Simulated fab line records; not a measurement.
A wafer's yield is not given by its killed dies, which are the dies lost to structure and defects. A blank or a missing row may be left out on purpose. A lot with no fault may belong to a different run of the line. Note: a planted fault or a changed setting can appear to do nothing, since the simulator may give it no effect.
fab line records	flow n5-finfet
record lots=9	wafers=27	last-day=18
route steps=1938 shown HKMG_FIN@401 BEOL_M4@1111 PASSIVATION@1936
lots that met no fault: taken from a fault-free run of the same line
start-h: the number of hours between the record's first day and the start of the first shown wafer of the lot	wait-h: time in hours since the lot's previous step	" unchanged from the row above	L1.1+2: a single row standing in for several wafers	- no value, or no start was given	* or withheld: withheld	< > ~ a bound
route shown NAME@n: NAME is a module with steps in the file, n the number in the route of the first one	usual: the fault-free wafers' mean and standard deviation	same: alike in all rows	chamber/n: place in a boat	sites: each site's reading	_std_site: how widely they spread, as a standard deviation	_edge_site: inner sites' mean taken away from outer sites' mean	radius-mm: for every site, how far away it sits from the centre of the wafer	mask NAME#n: copy n	behind: tool/chamber where the wafer was last shaped	hold: what put the lot on hold/how long, in hours/how the hold closed	device: names the non-switching transistor (n, p or np)	end of line: at the end of the route, the tests of the same wafers	a step without rows: its recipe alone	killed: the dies lost at the first sort to structure and to defects; this is not the yield of the wafer	map: dies across one wafer; x = killed, . = not, _ = none there
set.NAME: setting as actually run; set.NAME@STEP: the setting as run at that earlier step	model.NAME: the simulator's own value behind a step, which no gauge read
steps of the route over a sample of lots; a table a step, a row a wafer
services: from which hour (start-h, from the record's first day; less than 0 if before it) a tool's chamber was out of use, for how many hours, and why
## steps
# step N5_HKMG_FIN_DESCUM_53
# recipe chemistry=O2	time-s=7.9	source-power-w=50	bias-power-w=20	pressure-mtorr=20	rf-frequency-hz=2.712e+07	temp-c=40	resist=CAR-ArF	o2-flow-sccm=225
# usual drypump-motor-current-A=5.8/0.34	oes-product-au=0.79/0.096	rf-vpp-V=243.2/1.5	showerhead-plenum-p-Torr=2.10/0.08	throttle-valve-pct=20.45/0.2
lot.wafer	tool	chamber	start-h	wait-h	drypump-motor-current-A	oes-product-au	rf-hours-counter-h	rf-vpp-V	showerhead-plenum-p-Torr	throttle-valve-pct
L844.3	rie-diel-05	0	80.00	0.0	5.8	0.77	155	244.1	2.07	20.17
L844.4	"	2	"	"	5.9	0.67	247	241.8	2.05	21.00
L844.6	"	0	"	"	5.8	0.77	-	243.5	2.07	20.15
L847.2	rie-diel-01	3	104.13	0.0	5.1	0.66	234	240.9	1.97	20.57
L847.4	"	0	"	"	6.2	0.82	90	243.6	2.09	20.34
L847.5	"	1	"	"	5.9	0.83	-	245.7	2.23	20.40
L849.1	rie-diel-01	0	110.35	0.5	6.2	0.81	93	242.0	2.09	20.36
L849.2	"	2	"	"	6.1	0.69	242	244.8	2.13	20.49
L849.6	"	2	"	"	6.2	0.69	-	243.8	2.13	20.48
L851.2	rie-diel-05	1	126.81	0.0	5.8	0.91	35	244.2	2.16	20.25
L851.4	"	0	"	"	5.8	0.75	-	243.5	2.06	20.21
L851.6	"	2	"	"	5.9	0.97	-	242.7	2.04	20.62
L860.2	rie-diel-01	0	173.65	0.0	6.2	0.78	123	243.0	2.08	20.40
L860.4	"	0	"	"	6.2	0.78	-	244.2	2.08	20.40
L860.6	"	2	"	"	6.2	0.97	-	244.6	2.12	20.27
L861.2	rie-diel-01	1	180.46	0.0	5.9	0.79	112	246.0	2.22	20.44
L861.5	"	1	"	"	5.9	0.78	-	244.6	2.22	20.46
L861.6	"	2	"	"	6.2	0.96	-	243.0	2.12	20.27
L864.1	rie-diel-01	0	197.98	0.1	6.2	0.77	135	243.2	2.08	20.41
L864.5	"	0	"	"	6.2	0.77	-	242.9	2.08	20.41
L864.6	"	1	"	"	5.9	0.77	-	244.7	2.22	20.48
L865.1	rie-diel-05	3	212.81	0.3	5.3	0.92	17	242.3	2.03	20.52
L865.2	"	1	"	"	5.8	0.89	55	244.8	2.15	20.27
L865.3	"	0	"	"	5.8	0.74	192	241.5	2.05	20.23
L866.1	rie-diel-03	1	213.19	0.3	5.4	0.70	228	240.8	1.97	20.58
L866.4	"	0	"	"	5.6	0.69	208	243.8	2.16	20.85
L866.5	"	2	"	"	5.7	0.74	-	241.5	2.00	20.38
# step N5_HKMG_FIN_STRIP_60
# recipe chemistry=N2/H2	power-w=2500	temp-c=300	h2-frac=0.65	time-s=360	pressure-mtorr=withheld	n2-flow-sccm=1750	h2-flow-sccm=3250
# usual drypump-motor-current-A=5.5/0.38	h2-flow-sccm=3250/11	heater-power-w=461/31
lot.wafer	tool	chamber	start-h	wait-h	drypump-motor-current-A	h2-flow-sccm	heater-power-w	rf-hours-counter-h
L844.3	plasma-asher-02	0	81.00	0.1	5.5	3238	463	-
L844.4	"	1	"	"	5.6	3244	477	-
L844.6	"	1	"	"	5.6	3231	472	-
L847.2	plasma-asher-02	1	105.76	0.0	5.6	3243	470	38
L847.4	"	1	"	"	5.6	3249	475	-
L847.5	"	1	"	"	5.6	3236	481	-
L849.1	plasma-asher-01	1	111.56	0.4	4.9	3258	496	102
L849.2	"	0	"	"	6.2	3244	395	102
L849.6	"	1	"	"	4.9	3274	503	-
L851.2	plasma-asher-02	1	127.68	0.0	5.6	3252	477	42
L851.4	"	0	"	"	5.4	3256	456	-
L851.6	"	0	"	"	5.5	3253	461	-
L860.2	plasma-asher-02	0	174.52	0.0	5.5	3250	469	54
L860.4	"	1	"	"	5.6	3251	479	-
L860.6	"	1	"	"	5.6	3251	479	-
L861.2	plasma-asher-02	0	181.34	0.0	5.5	3253	474	56
L861.5	"	1	"	"	5.6	3250	486	-
L861.6	"	0	"	"	5.5	3252	460	-
L864.1	plasma-asher-02	1	198.86	0.0	5.6	3252	468	59
L864.5	"	0	"	"	5.5	3245	470	-
L864.6	"	1	"	"	5.6	3247	464	-
L865.1	plasma-asher-02	0	213.72	0.0	5.5	3247	456	61
L865.2	"	1	"	"	5.6	3239	468	61
L865.3	"	1	"	"	5.6	3252	468	-
L866.1	plasma-asher-01	0	214.07	0.0	6.1	3253	402	121
L866.4	"	1	"	"	4.9	3261	503	-
L866.5	"	1	"	"	4.9	3263	494	-
# step N5_HKMG_FIN_ALD_79
# recipe material=TiN	target-thk-a=15	temp-c=400	ald-precursor-family=TiCl4	ald-co-reactant=NH3	pulse-time-s=1	purge-time-s=3	co-reactant-purge-time-s=2	co-reactant-pulse-time-s=2	ald-cycles=68	pressure-torr=3
# usual heater-power-w=885/64	precursor-pulse-height-rel=1.001/0.019
lot.wafer	tool	chamber	start-h	wait-h	heater-power-w	precursor-pulse-height-rel
L844.3	ald-metal-01	0	81.36	0.0	858	1.012
L844.4	"	2	"	"	810	1.004
L844.6	"	1	"	"	859	1.032
L847.2	ald-metal-04	0	106.31	0.0	871	1.026
L847.4	"	1	"	"	878	0.988
L847.5	"	0	"	"	883	0.989
L849.1	ald-metal-01	1	112.06	0.0	851	1.010
L849.2	"	0	"	"	846	1.008
L849.6	"	0	"	"	871	1.013
L851.2	ald-metal-04	3	128.24	0.0	826	1.017
L851.4	"	2	"	"	985	1.005
L851.6	"	0	"	"	864	0.981
L860.2	ald-metal-03	1	175.02	0.0	1032	0.987
L860.4	"	2	"	"	1016	0.996
L860.6	"	1	"	"	1016	0.989
L861.2	ald-metal-01	0	181.83	0.0	844	1.015
L861.5	"	1	"	"	862	0.998
L861.6	"	0	"	"	865	1.013
L864.1	ald-metal-01	3	199.35	0.0	908	1.026
L864.5	"	1	"	"	853	0.995
L864.6	"	2	"	"	796	1.013
L865.1	ald-metal-03	2	214.21	0.0	1016	1.019
L865.2	"	1	"	"	1011	0.976
L865.3	"	0	"	"	814	1.009
L866.1	ald-metal-04	3	214.57	0.0	836	1.030
L866.4	"	1	"	"	891	0.978
L866.5	"	2	"	"	1004	0.997
# step N5_HKMG_FIN_PEB_10
# recipe peb-temp-c=withheld	peb-time-s=60	resist=CAR-ArF
lot.wafer	tool	chamber	start-h	wait-h
L844.3+4+6	litho-track-05	0	83.42	0.0
L847.2+4+5	litho-track-05	0	108.04	0.0
L849.1+2+6	litho-track-05	0	113.91	0.1
L851.2+4+6	litho-track-05	0	129.96	0.0
L860.2+4+6	litho-track-02	0	176.87	0.0
L861.2+5+6	litho-track-04	0	183.56	0.0
L864.1+5+6	litho-track-02	0	201.33	0.1
L865.1+2+3	litho-track-02	0	216.02	0.1
L866.1+4+5	litho-track-05	0	216.46	0.1
# step N5_HKMG_FIN_CD_MEAS_12
# recipe target-cd-nm=92.8	landing-energy-ev=500	detector=se-inlens
# usual cd-nm=92.5/0.74
lot.wafer	tool	chamber	start-h	wait-h	cd-nm
L844.3	cd-sem-02	0	83.49	-	92.4
L844.4	"	0	"	"	92.7
L844.6	"	0	"	"	92.3
L847.2	cd-sem-02	0	108.10	-	92.3
L847.4	"	0	"	"	92.8
L847.5	"	0	"	"	92.8
L849.1	cd-sem-01	0	113.97	-	102.9
L849.2	"	0	"	"	104.0
L849.6	"	0	"	"	102.9
L851.2	cd-sem-03	0	130.03	-	103.2
L851.4	"	0	"	"	103.9
L851.6	"	0	"	"	103.1
L860.2	cd-sem-03	0	176.94	-	92.4
L860.4	"	0	"	"	92.2
L860.6	"	0	"	"	93.9
L861.2	cd-sem-02	0	183.63	-	93.3
L861.5	"	0	"	"	92.7
L861.6	"	0	"	"	92.5
L864.1	cd-sem-02	0	201.40	-	92.0
L864.5	"	0	"	"	91.8
L864.6	"	0	"	"	91.5
L865.1	cd-sem-01	0	216.09	-	92.4
L865.2	"	0	"	"	92.9
L865.3	"	0	"	"	91.7
L866.1	cd-sem-03	0	216.53	-	92.8
L866.4	"	0	"	"	91.5
L866.5	"	0	"	"	92.2
# step N5_BEOL_M4_RC_MEAS_101
# usual DIBL_N=35.4/2.1	DIBL_P=34.8/2.6	IOFF_N=0.15/0.037	IOFF_P=0.19/0.037	ION_N=677/16	ION_P=462/9.3	SS_N=71.4/0.75	SS_P=72.9/0.77	VT_N=250/3.7	VT_P=-251/3.5
lot.wafer	tool	chamber	start-h	wait-h	DIBL_N[mV/V]	DIBL_P[mV/V]	IOFF_N[nA/um]	IOFF_P[nA/um]	ION_N[uA/um]	ION_P[uA/um]	SS_N[mV/dec]	SS_P[mV/dec]	VT_N[mV]	VT_P[mV]
L844.3	prober-02	0	183.90	0.3	34.8	32.0	0.13	0.19	679	472	70.9	72.6	250	-248
L844.4	"	0	"	"	35.0	32.7	0.14	0.20	682	478	71.0	72.5	249	-250
L844.6	"	0	"	"	33.1	30.1	0.11	0.17	672	470	70.0	72.6	253	-251
L847.2	prober-02	0	200.94	0.2	39.0	37.7	0.24	0.23	679	456	72.0	74.2	245	-248
L847.4	"	0	"	"	32.9	31.1	0.12	0.15	672	463	70.8	72.4	255	-252
L847.5	"	0	"	"	37.2	35.9	0.20	0.21	688	465	72.7	73.9	245	-248
L849.1	prober-01	0	202.96	0.5	34.8	33.8	0.13	0.16	664	456	71.1	73.1	251	-257
L849.2	"	0	"	"	37.2	36.0	0.16	0.18	678	457	71.7	73.2	248	-253
L849.6	"	0	"	"	34.0	32.3	0.12	0.13	660	448	70.9	71.5	255	-257
L851.2	prober-01	0	226.06	0.2	35.4	34.8	0.16	0.21	662	463	71.6	72.6	246	-248
L851.4	"	0	"	"	33.4	32.0	0.12	0.17	666	464	71.6	72.0	251	-251
L851.6	"	0	"	"	37.0	37.2	0.20	0.26	682	465	73.0	73.6	245	-245
L860.2	prober-01	0	269.96	0.2	33.1	32.2	0.11	0.15	662	448	69.8	71.9	252	-255
L860.4	"	0	"	"	32.3	31.9	0.11	0.15	682	472	70.4	73.0	253	-253
L860.6	"	0	"	"	33.5	33.4	0.13	0.16	668	456	71.0	72.7	251	-251
L861.2	prober-01	0	283.74	0.2	33.2	32.4	0.11	0.15	670	451	70.2	72.3	255	-254
L861.5	"	0	"	"	36.7	37.0	0.16	0.20	692	469	71.6	73.0	251	-251
L861.6	"	0	"	"	34.9	35.9	0.14	0.20	669	463	70.1	73.3	251	-251
L864.1	prober-01	0	303.81	0.3	40.6	40.7	0.28	0.31	709	480	73.2	74.6	241	-246
L864.5	"	0	"	"	38.2	37.9	0.23	0.25	708	479	72.2	73.6	244	-245
L864.6	"	0	"	"	36.6	36.7	0.18	0.22	702	478	72.0	73.9	246	-247
L866.1	prober-02	0	326.03	0.0	38.0	40.0	0.22	0.26	710	477	72.6	73.7	242	-247
L866.4	"	0	"	"	36.1	37.1	0.18	0.23	701	476	71.7	73.3	247	-250
L866.5	"	0	"	"	36.0	36.9	0.17	0.21	689	467	71.4	73.6	246	-250
L865.1	prober-01	0	327.31	0.0	35.5	35.0	0.15	0.23	676	468	71.7	73.1	254	-243
L865.2	"	0	"	"	32.7	31.9	0.11	0.18	672	472	70.3	71.7	254	-247
L865.3	"	0	"	"	35.4	36.6	0.16	0.25	688	474	71.5	72.9	249	-244
# step N5_PASSIVATION_PROBE_49
# usual defect-limited-yield=90.5/1.7	killed_at_M0_to_M3=37/12	killed_at_M4_up=14/5.2	killed-at-contacts=12/5.9	killed-at-front-end=45/14	killed-at-other=3.5/2.8	killed-dies=112/21	killed-open=73/15	killed-short=36/8.9	sort_bin_4_leakage=0.00/0.007	sort_bin_5_function=5.6/1.2	sort_bin_6_memory=3.5/0.68	sort_bin_8_speed=0.01/0.1	sort-n-pass=1068/21	sort-yield-pct=90.5/1.8
# same gross-dies=1180	killed-at-back-side=0
lot.wafer	tool	chamber	start-h	wait-h	defect-limited-yield[%]	killed_at_M0_to_M3	killed_at_M4_up	killed-at-contacts	killed-at-front-end	killed-at-other	killed-dies	killed-open	killed-short	sort_bin_4_leakage[%]	sort_bin_5_function[%]	sort_bin_6_memory[%]	sort_bin_8_speed[%]	sort-n-pass	sort-yield-pct[%]
L849.1	prober-02	-	324.27	0.0	89.7	40	19	15	42	6	122	64	30	0	4.4	3.5	0	1058	89.7
L849.2	prober-02	-	324.32	0.1	91.3	32	15	11	45	0	103	58	29	0	3.9	3.1	0	1077	91.3
L849.6	prober-02	-	324.52	0.3	89.5	48	19	14	40	3	124	70	36	0	5.4	3.2	0	1056	89.5
L851.2	prober-02	-	332.77	0.1	90.6	42	14	5	50	0	111	67	24	0	4.5	3.3	0	1069	90.6
L851.4	prober-02	-	332.87	0.2	88.7	27	13	12	79	2	133	82	26	0	5.2	4.1	0	1047	88.7
L851.6	prober-02	-	332.97	0.3	90.9	29	27	7	42	2	107	68	18	0	4.3	3.1	0	1073	90.9
# killed by level:class
L849.1 HKMG_FIN:area-peb=27 MOL_CONTACT_COAG:geometric-particle:open=11 BEOL_M0_SAQP:geometric-particle:open=10 BEOL_M3:geometric-particle:open=9 BEOL_M4:geometric-particle:open=9 BEOL_M0_SAQP:geometric-particle:short=8 STI_FIN_REVEAL:geometric-particle:open=4 DUMMY_GATE:geometric-particle:open=4
L849.2 HKMG_FIN:area-peb=16 BEOL_M0_SAQP:geometric-particle:open=13 MOL_CONTACT_COAG:geometric-particle:open=9 BEOL_M0_SAQP:geometric-particle:short=7 ILD0:geometric-particle:open=6 GATE_CUT:geometric-particle:short=6 FIN_SAQP:geometric-particle:short=5 BEOL_M4:geometric-particle:open=5
L849.6 HKMG_FIN:area-peb=17 BEOL_M0_SAQP:geometric-particle:open=16 BEOL_M0_SAQP:geometric-particle:short=13 MOL_CONTACT_COAG:geometric-particle:open=12 BEOL_M4:geometric-particle:open=8 BEOL_M1:geometric-particle:open=7 BEOL_M3:geometric-particle:open=5 DUMMY_GATE:geometric-particle:short=4
L851.2 HKMG_FIN:area-peb=15 BEOL_M0_SAQP:geometric-particle:open=8 BEOL_M2:geometric-particle:open=8 STI_FIN_REVEAL:geometric-particle:open=7 BEOL_M0_SAQP:geometric-particle:short=7 BEOL_M3:geometric-particle:open=6 FIN_SAQP:geometric-particle:short=5 BEOL_M4:geometric-particle:open=5
L851.4 HKMG_FIN:area-peb=20 STI_FIN_REVEAL:geometric-particle:open=16 FIN_SAQP:geometric-particle:open=12 MOL_CONTACT_COAG:geometric-particle:open=11 BEOL_M2:geometric-particle:open=11 FIN_SAQP:geometric-particle:short=6 STARTING-WAFER:geometric-particle:open=6 BEOL_M0_SAQP:geometric-particle:open=5
L851.6 HKMG_FIN:area-peb=18 BEOL_M4:geometric-particle:open=15 BEOL_M2:geometric-particle:open=14 STI_FIN_REVEAL:geometric-particle:open=7 FIN_SAQP:geometric-particle:open=4 MOL_CONTACT_COAG:geometric-particle:short=4 BEOL_M1:geometric-particle:open=4 DUMMY_GATE:geometric-particle:open=3
## services
tool	chamber	start-h	hours	kind
rie-diel-03	2	60.98	1.8	repair
ald-metal-03	-	68.37	2.9	repair
plasma-asher-02	-	84.93	11.0	repair
rie-diel-01	-	87.14	1.0	repair
ald-metal-04	0	122.42	2.0	repair
ald-metal-03	0	127.05	11.6	repair
rie-diel-01	2	134.57	-	clean
rie-diel-01	2	134.57	-	consumable-replace:esc
rie-diel-01	2	134.57	-	consumable-replace:focus-ring
rie-diel-01	2	134.57	18.7	scheduled-down
rie-diel-01	2	134.57	18.7	vent-cycle
ald-metal-04	0	138.99	24.5	repair
ald-metal-04	3	140.65	11.8	repair
rie-diel-01	-	141.22	1.0	repair
rie-diel-05	-	143.37	14.6	pm
rie-diel-03	3	149.91	2.5	repair
rie-diel-01	3	153.44	-	clean
rie-diel-01	3	153.44	-	consumable-replace:focus-ring
rie-diel-01	3	153.44	-	consumable-replace:showerhead
rie-diel-01	3	153.44	27.5	scheduled-down
rie-diel-05	-	180.40	15.6	pm
ald-metal-01	1	190.98	1.6	repair
ald-metal-04	-	202.39	0.8	repair
ald-metal-04	-	207.84	2.8	pm
## key
first-sign step=N5_HKMG_FIN_CD_MEAS_12	reading=cd-nm	direction=up	sigmas=15	usual=92.5	struck=103.3
effect none on later readings
met-at N5_HKMG_FIN_PEB_10
struck-lots L849,L851
not-acting-at N5_HKMG_FIN_DESCUM_53,N5_HKMG_FIN_STRIP_60,N5_HKMG_FIN_ALD_79
onset-between 108.04 113.91
fault kind=process-parameter-drift	tool=litho-track-05	chamber=-	onset-h=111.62	steps=N5_HKMG_FIN_PEB_10	channel=peb-time-s	offset=*	shape=step	end-h=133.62	acts-in=*	stated=*
